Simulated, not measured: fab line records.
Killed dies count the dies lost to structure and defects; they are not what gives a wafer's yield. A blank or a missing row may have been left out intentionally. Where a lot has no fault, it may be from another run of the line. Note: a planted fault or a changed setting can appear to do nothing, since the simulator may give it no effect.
Chamber matching / flow nandHarc / 3 sister chambers for NHARC_A_M0_PRE_CLEAN_31 on pecvd-04
The step time 12 s. 16 wafers are shown with their chamber, then 8 later ones without.

## WAFERS WITH THEIR CHAMBER
wafer=L074.1; chamber=2; heaterPowerW (W)=693; susceptorTempC (C)=369.98
wafer=L074.5; chamber=1; heaterPowerW (W)=470; susceptorTempC (C)=369.78
wafer=L074.6; chamber=2; heaterPowerW (W)=688; susceptorTempC (C)=370.15
wafer=L075.1; chamber=2; heaterPowerW (W)=600; susceptorTempC (C)=369.61
wafer=L075.3; chamber=0; heaterPowerW (W)=556; susceptorTempC (C)=369.93
wafer=L075.4; chamber=2; heaterPowerW (W)=610; susceptorTempC (C)=369.43
wafer=L077.1; chamber=0; heaterPowerW (W)=582; susceptorTempC (C)=369.89
wafer=L077.2; chamber=1; heaterPowerW (W)=460; susceptorTempC (C)=369.89
wafer=L077.6; chamber=2; heaterPowerW (W)=698; susceptorTempC (C)=370.03
wafer=L076.1; chamber=0; heaterPowerW (W)=623; susceptorTempC (C)=370.06
wafer=L076.3; chamber=2; heaterPowerW (W)=691; susceptorTempC (C)=369.93
wafer=L076.5; chamber=0; heaterPowerW (W)=624; susceptorTempC (C)=369.80
wafer=L079.3; chamber=2; heaterPowerW (W)=594; susceptorTempC (C)=369.53
wafer=L079.5; chamber=1; heaterPowerW (W)=458; susceptorTempC (C)=370.02
wafer=L079.6; chamber=0; heaterPowerW (W)=556; susceptorTempC (C)=369.86
wafer=L090.2; chamber=1; heaterPowerW (W)=406; susceptorTempC (C)=369.81

SIGNATURES (means of the wafers above)
reading=heaterPowerW; chamber 0=588.20; chamber 1=448.50; chamber 2=653.43; scatter within a chamber=40.7
reading=susceptorTempC; chamber 0=369.9080; chamber 1=369.8750; chamber 2=369.8086; scatter within a chamber=0.204
Rule: distance of a wafer from a chamber = root of the sum over the readings of ((wafer's reading minus chamber's mean) / reading's scatter) squared. The wafer belongs to the nearest chamber; if the next one is less than 2 further off, it can't be placed. The scatter: the root of (the sum of the squares of (reading less its chamber's mean) over the shown wafers, divided by (wafers less chambers)).

## WAFERS WITH NO CHAMBER GIVEN
wafer=L090.4; heaterPowerW (W)=420; susceptorTempC (C)=370.04
wafer=L090.5; heaterPowerW (W)=590; susceptorTempC (C)=369.71
wafer=L089.4; heaterPowerW (W)=668; susceptorTempC (C)=369.99
wafer=L089.5; heaterPowerW (W)=605; susceptorTempC (C)=369.72
wafer=L089.6; heaterPowerW (W)=464; susceptorTempC (C)=370.03
wafer=L095.3; heaterPowerW (W)=575; susceptorTempC (C)=369.80
wafer=L095.5; heaterPowerW (W)=598; susceptorTempC (C)=369.78
wafer=L095.6; heaterPowerW (W)=388; susceptorTempC (C)=370.32

## WHICH CHAMBER EACH WENT THROUGH
wafer=L090.4; from the rows above=1; in truth=1
wafer=L090.5; from the rows above=can't be placed: 0 or 2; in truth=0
wafer=L089.4; from the rows above=can't be placed: 2 or 0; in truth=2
wafer=L089.5; from the rows above=can't be placed: 0 or 2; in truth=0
wafer=L089.6; from the rows above=1; in truth=1
wafer=L095.3; from the rows above=can't be placed: 0 or 2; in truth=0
wafer=L095.5; from the rows above=can't be placed: 0 or 2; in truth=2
wafer=L095.6; from the rows above=1; in truth=1
Correctly placed: 3 of 8. Unplaceable from these rows: 5, with the true chamber sitting among the candidates in 5. Placed wrongly: 0.
